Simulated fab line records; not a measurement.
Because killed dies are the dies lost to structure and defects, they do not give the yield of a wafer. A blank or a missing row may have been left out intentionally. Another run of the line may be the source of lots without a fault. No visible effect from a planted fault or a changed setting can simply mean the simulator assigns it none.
Which tool is to blame? | flow n5 finfet | Sampling: 10 lots, 29 wafers, 4 of 1938 route steps

WHAT THE GAUGES READ, wafer by wafer
N5_BEOL_M4_RC_MEAS_101. Usual: DIBL_N 37.2 mV/V, standard deviation 2.5; DIBL_P 38 mV/V, standard deviation 3; IOFF_N 0.17 nA/um, standard deviation 0.044; IOFF_P 0.24 nA/um, standard deviation 0.059; ION_N 667 uA/um, standard deviation 13; ION_P 461 uA/um, standard deviation 7.9; SS_N 71.8 mV/dec, standard deviation 0.86; SS_P 73.6 mV/dec, standard deviation 0.92; VT_N 250 mV, standard deviation 4.1; VT_P -249 mV, standard deviation 3.9.
lot  | measured     | on        | DIBL_N (mV/V)  | DIBL_P (mV/V) | IOFF_N (nA/um) | IOFF_P (nA/um) | ION_N (uA/um) | ION_P (uA/um) | SS_N (mV/dec)  | SS_P (mV/dec)  | VT_N (mV)   | VT_P (mV)      | flag
L434 | day 9 19:04  | prober-01 | 35.1 40.2      | 35 42         | 0.12 0.23      | 0.19 0.34      | 652 677       | 454 461       | 72.0 73.0      | 72.7 75.4      | 254 245     | -250 -245      |
L436 | day 9 20:43  | prober-01 | 38.4 37.4 39.7 | 38 38 40      | 0.17 0.16 0.20 | 0.24 0.23 0.29 | 684 667 682   | 465 460 475   | 71.6 72.3 72.5 | 74.1 73.9 74.6 | 251 254 248 | -251 -250 -246 |
L438 | day 9 15:33  | prober-02 | 37.6 36.2 38.3 | 37 36 38      | 0.18 0.15 0.20 | 0.23 0.22 0.26 | 676 660 675   | 461 458 473   | 71.5 71.5 71.7 | 73.5 73.6 73.7 | 248 253 246 | -251 -250 -249 |
L440 | day 10 06:31 | prober-02 | 38.5 37.0 39.3 | 41 38 41      | 0.19 0.17 0.20 | 0.27 0.23 0.28 | 672 666 677   | 464 463 466   | 72.4 71.6 72.4 | 74.5 73.1 74.2 | 252 249 250 | -248 -248 -246 |
L441 | day 10 17:22 | prober-01 | 38.9 35.6 34.8 | 40 37 35      | 0.23 0.16 0.14 | 0.27 0.22 0.18 | 681 665 657   | 462 454 449   | 73.0 72.6 71.6 | 74.5 73.7 72.8 | 246 251 254 | -250 -251 -253 |
L442 | day 11 02:34 | prober-02 | 38.9 36.1 36.7 | 40 38 39      | 0.21 0.15 0.16 | 0.27 0.23 0.23 | 679 646 671   | 464 446 465   | 72.4 71.6 71.4 | 74.0 74.0 73.3 | 248 252 250 | -246 -253 -249 |
L453 | day 14 03:52 | prober-01 | 39.9 39.3 35.9 | 38 38 33      | 0.18 0.16 0.12 | 0.24 0.25 0.19 | 658 663 657   | 458 462 451   | 72.5 72.0 71.3 | 72.9 73.2 71.8 | 251 253 257 | -249 -246 -251 |
L454 | day 14 02:14 | prober-02 | 32.1 32.5 34.2 | 33 32 36      | 0.11 0.11 0.14 | 0.15 0.15 0.19 | 655 664 672   | 449 453 465   | 70.3 70.4 70.5 | 71.7 72.1 72.6 | 254 255 252 | -254 -256 -251 |

WHICH TOOL RAN EACH LOT (tool, then ch and the chambers of the sampled wafers, then the start)
lot  | N5_MOL_CONTACT_COAG_ETCH_48        | N5_MOL_CONTACT_COAG_CVD_140   | N5_BEOL_M0_SAQP_ILD_DEP_01
L434 | rie diel-02 ch 0, day 6 06:28      | cvd w-02 ch 0,1, day 6 06:55  | pecvd-02 ch 1,2, day 6 13:31
L436 | rie diel-02 ch 2,3, day 6 14:11    | cvd w-01 ch 0,1, day 6 14:36  | pecvd-04 ch 1,2, day 6 18:38
L438 | rie diel-04 ch 0,1,2, day 6 21:56  | cvd w-02 ch 0,1, day 6 22:21  | pecvd-02 ch 1,2, day 7 02:22
L440 | rie diel-02 ch 2,3, day 7 13:15    | cvd w-02 ch 0,1, day 7 13:42  | pecvd-04 ch 0,2, day 7 17:44
L441 | rie diel-04 ch 0,2,3, day 7 21:31  | cvd w-02 ch 0,1, day 7 22:00  | pecvd-03 ch 1,2, day 8 01:57
L442 | rie diel-04 ch 0,2, day 8 00:41    | cvd w-02 ch 0,1, day 8 01:05  | pecvd-03 ch 0,1,2, day 8 05:08
L447 | rie diel-02 ch 0,2, day 9 06:31    | cvd w-01 ch 0,1, day 9 07:01  | pecvd-04 ch 0,1,2, day 9 10:58
L448 | rie diel-04 ch 0,1,2, day 9 10:10  | cvd w-01 ch 1, day 9 10:38    | pecvd-02 ch 0,1, day 9 14:46
L453 | rie diel-02 ch 0,1,2, day 10 19:46 | cvd w-01 ch 0,1, day 10 20:16 | pecvd-03 ch 0,1,2, day 11 00:20
L454 | rie diel-04 ch 1,2, day 11 01:01   | cvd w-01 ch 0,1, day 11 01:26 | pecvd-02 ch 1,2, day 11 05:28
- N5_MOL_CONTACT_COAG_ETCH_48: etches SiOC in C4F6/O2, target depth 15 nm, overetch 4.5 nm, time 17 s.
- N5_MOL_CONTACT_COAG_CVD_140: deposits W, target thk 66.5 nm, time 215 s.
- N5_BEOL_M0_SAQP_ILD_DEP_01: deposits SiOC from DEMS/O2, target thk 45.419 nm, time 8.7 s.

WHAT THE TOOLS THEMSELVES READ (means of the sampled wafers that have a number; where no wafer has one, the mark that the record gives instead)
N5_MOL_CONTACT_COAG_ETCH_48. Usual: drypump motor current A is 6.0 A with standard deviation 0.46, mfc ar sccm is 299.9 sccm with standard deviation 0.9, oes product au is 0.64 a.u. with standard deviation 0.071, rf fwd power W is 332.3 W with standard deviation 1.3, rf vpp V is 1581 V with standard deviation 31, showerhead plenum p Torr is 2.84 Torr with standard deviation 0.096, and throttle valve pct is 40.6 % with standard deviation 0.56.
lot  | tool        | drypump motor current A (A) | mfc ar sccm (sccm) | oes product au (a.u.) | rf fwd power W (W) | rf vpp V (V) | showerhead plenum p Torr (Torr) | throttle valve pct (%) | flag
L434 | rie diel-02 | 5.8                         | 301.1              | 0.57                  | 332.9              | 1568         | 2.69                            | 39.7                   |
L436 | rie diel-02 | 6.2                         | 299.9              | 0.56                  | 332.7              | 1604         | 2.83                            | 41.0                   |
L438 | rie diel-04 | 5.9                         | 300.6              | 0.67                  | 333.0              | 1583         | 2.96                            | 40.4                   |
L440 | rie diel-02 | 6.5                         | 300.9              | 0.60                  | 330.7              | 1621         | 2.81                            | 41.2                   |
L441 | rie diel-04 | 5.9                         | 300.0              | 0.68                  | 332.0              | 1564         | 2.88                            | 40.3                   |
L442 | rie diel-04 | 5.9                         | 299.0              | 0.72                  | 332.5              | 1578         | 2.97                            | 40.4                   |
L447 | rie diel-02 | 5.8                         | 300.8              | 0.56                  | 333.4              | 1581         | 2.78                            | 40.5                   |
L448 | rie diel-04 | 5.9                         | 300.2              | 0.74                  | 332.4              | 1582         | 2.94                            | 40.4                   |
L453 | rie diel-02 | 6.0                         | 300.7              | 0.67                  | 332.9              | 1559         | 2.80                            | 40.7                   |
L454 | rie diel-04 | 5.9                         | 300.7              | 0.68                  | 333.5              | 1587         | 2.93                            | 40.4                   |

N5_MOL_CONTACT_COAG_CVD_140. Usual: heater power w 482 W, standard deviation 55; susceptor temp C 300.00 C, standard deviation 0.19.
lot  | tool     | heater power w (W) | susceptor temp C (C) | flag
L434 | cvd w-02 | 491                | 299.81               |
L436 | cvd w-01 | 491                | 300.01               |
L438 | cvd w-02 | 510                | 300.06               |
L440 | cvd w-02 | 512                | 300.00               |
L441 | cvd w-02 | 467                | 299.91               |
L442 | cvd w-02 | 462                | 299.90               |
L447 | cvd w-01 | 495                | 299.95               |
L448 | cvd w-01 | 425                | 300.03               |
L453 | cvd w-01 | 465                | 300.10               |
L454 | cvd w-01 | 490                | 300.05               |

N5_BEOL_M0_SAQP_ILD_DEP_01. Usual: chamber pressure Torr is 5.001 Torr with standard deviation 0.011, heater power outer w is 259 W with standard deviation 51, heater power w is 495 W with standard deviation 71, rf fwd power W is 493.9 W with standard deviation 1.9, showerhead plenum p Torr is 5.698 Torr with standard deviation 0.016, susceptor temp C is 350.02 C with standard deviation 0.2, and throttle valve pct is 11.9 % with standard deviation 0.62.
lot  | tool     | chamber pressure Torr (Torr) | heater power outer w (W) | heater power w (W) | rf fwd power W (W) | showerhead plenum p Torr (Torr) | susceptor temp C (C) | throttle valve pct (%) | flag
L434 | pecvd-02 | 5.004                        | 308                      | 544                | 493.1              | 5.696                           | 349.91               | 11.5                   |
L436 | pecvd-04 | 5.012                        | 292                      | 549                | 493.8              | 5.687                           | 350.02               | 11.2                   |
L438 | pecvd-02 | 5.002                        | 248                      | 475                | 493.5              | 5.693                           | 349.84               | 11.7                   |
L440 | pecvd-04 | 4.999                        | 295                      | 597                | 491.2              | 5.689                           | 349.95               | 11.7                   |
L441 | pecvd-03 | 5.000                        | 212                      | 426                | 495.3              | 5.709                           | 349.87               | 12.4                   |
L442 | pecvd-03 | 4.994                        | 235                      | 465                | 494.0              | 5.705                           | 350.07               | 12.1                   |
L447 | pecvd-04 | -                            | -                        | -                  | -                  | -                               | -                    | -                      | OFF
L448 | pecvd-02 | -                            | -                        | -                  | -                  | -                               | -                    | -                      | OFF
L453 | pecvd-03 | 4.998                        | 244                      | 461                | 494.3              | 5.706                           | 350.15               | 11.6                   |
L454 | pecvd-02 | 5.012                        | 273                      | 495                | 493.1              | 5.691                           | 349.98               | 11.6                   |

THE ANSWER, worked out from the rows above alone
Rule: lot off if the mean of its wafers having a number is beyond 3 standard deviations from the usual mean. A lot without any number at a reading at which 4 lots or more have one is off too. Where the step has rows for the other lots, those lots are counted as sound. Order of review: gauges by route order, followed by the tools' own readings, for which a lot's mean as printed above is used. At the first step where some lot is off, the reading lying furthest off is the one used; lots without a number count as furthest.
Off at N5_BEOL_M0_SAQP_ILD_DEP_01 (chamber pressure Torr): L447, L448. Without a number there: L447, L448.
If a tool, at that step or one of the process steps before it, ran each lot that is off and ran no sound lot following the first of them, it fits. None of those tried fits.

WHAT THE SIMULATOR HAD PUT IN
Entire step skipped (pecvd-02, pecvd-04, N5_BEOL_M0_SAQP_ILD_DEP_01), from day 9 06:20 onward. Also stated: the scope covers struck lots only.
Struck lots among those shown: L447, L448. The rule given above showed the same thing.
